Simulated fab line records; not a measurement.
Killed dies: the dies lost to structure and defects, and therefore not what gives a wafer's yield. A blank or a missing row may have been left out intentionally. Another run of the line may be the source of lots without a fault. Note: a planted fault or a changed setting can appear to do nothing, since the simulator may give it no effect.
Split-lot trial | flow n5-finfet | route with 1938 steps; 7 lots, 21 wafers read

## THE SPLIT
At N5_BEOL_M5_EXPOSE_08 (exposes mask M5, target cd 28 nm), the setting dose-mj was moved away from the recipe's 35.75 on 9 of the 21 wafers read, by -4.1% to +4.7%. For the rest of the wafers, this setting stayed at what the recipe calls for.

No step appears in the file between the split and the reading.

## THE READING
BEOL_M5.cd-nm (the simulator's own value, which no gauge read), in nm, at N5_BEOL_M5_ETCH_72 (etches underlayer in N2/H2, target depth 6.5 nm, time 5.2 s). There is no usual value for it anywhere in the file. Average 28.0 nm, standard deviation 0.26 nm, over the 12 wafers here run with the recipe.

wafer  | tool, chamber at the split | dose-mj as run | against the recipe | BEOL_M5.cd-nm, nm | against lot-mates on the recipe
L076.3 | euv-scanner-02, 0          | 34.56          | -3.3%              | 27.4              | no lot-mate on the recipe
L076.5 | euv-scanner-02, 0          | 34.56          | -3.3%              | 27.8              | no lot-mate on the recipe
L076.6 | euv-scanner-02, 0          | 34.56          | -3.3%              | 26.8              | no lot-mate on the recipe
L078.1 | euv-scanner-01, 0          | 35.75          | recipe             | 28                | -
L078.3 | euv-scanner-01, 0          | 34.68          | -3.0%              | 27.2              | -0.8
L078.6 | euv-scanner-01, 0          | 34.68          | -3.0%              | 27.4              | -0.6
L080.1 | euv-scanner-02, 0          | 35.75          | recipe             | 28                | -
L080.3 | euv-scanner-02, 0          | 36.79          | +2.9%              | 28.6              | +0.6
L080.4 | euv-scanner-02, 0          | 36.79          | +2.9%              | 28.6              | +0.6
L079.2 | euv-scanner-02, 0          | 35.75          | recipe             | 28.4              | -
L079.5 | euv-scanner-02, 0          | 35.75          | recipe             | 28.2              | -
L079.6 | euv-scanner-02, 0          | 35.75          | recipe             | 28.4              | -
L083.3 | euv-scanner-01, 0          | 37.44          | +4.7%              | 29                | +0.9
L083.4 | euv-scanner-01, 0          | 35.75          | recipe             | 28.2              | -
L083.6 | euv-scanner-01, 0          | 35.75          | recipe             | 28                | -
L085.3 | euv-scanner-01, 0          | 35.75          | recipe             | 27.6              | -
L085.5 | euv-scanner-01, 0          | 35.75          | recipe             | 27.8              | -
L085.6 | euv-scanner-01, 0          | 35.75          | recipe             | 27.6              | -
L087.2 | euv-scanner-01, 0          | 35.75          | recipe             | 27.8              | -
L087.4 | euv-scanner-01, 0          | 34.27          | -4.1%              | 26.8              | -1.0
L087.5 | euv-scanner-01, 0          | 35.75          | recipe             | 27.8              | -

THE FIT
A straight line over all 21 wafers: BEOL_M5.cd-nm changes by +0.221 nm for each +1% of dose-mj; r = +0.88; the points scatter about the line by 0.28 nm.
The same after taking each lot's own level away (the mean of its wafers on the recipe; 18 wafers): +0.216 nm for each +1%; r = +0.98; scatter 0.086 nm.
On that fit, the largest move of dose-mj shifts the reading by 1 nm.
From 27.67 to 28.33 nm: that is the span of the lots' own levels, equal to 2.5 times the standard deviation above.
So the lot-to-lot level changes the slope little: the two slopes agree.
Check: +1.06 nm against its lot-mates is what the line predicts for one of the wafers moved furthest among these (+4.7%) when that wafer is left out of the fit. It came out at +0.9 nm against them.

## FURTHER SPLITS ON THESE WAFERS
Note: prior to the reading, these wafers also went through further splits. Each is held against what the fit with the lots' levels taken away leaves over:
other split on the same wafers | wafers away from the commonest value | r with BEOL_M5.cd-nm (lot level and that fit taken away)
N5_BEOL_M2_COAT_62 spin-rpm    | 8                                    | -0.21
N5_BEOL_M3_EXPOSE_08 dose-mj   | 5                                    | -0.33
N5_BEOL_M3_ETCH_64 time-s      | 4                                    | +0.08
N5_BEOL_M4_ILD_DEP_00 time-s   | 9                                    | -0.01

## FILE'S OWN FIT
BEOL_M5.cd-nm changes by +0.215 nm for each +1% of dose-mj, r = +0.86.
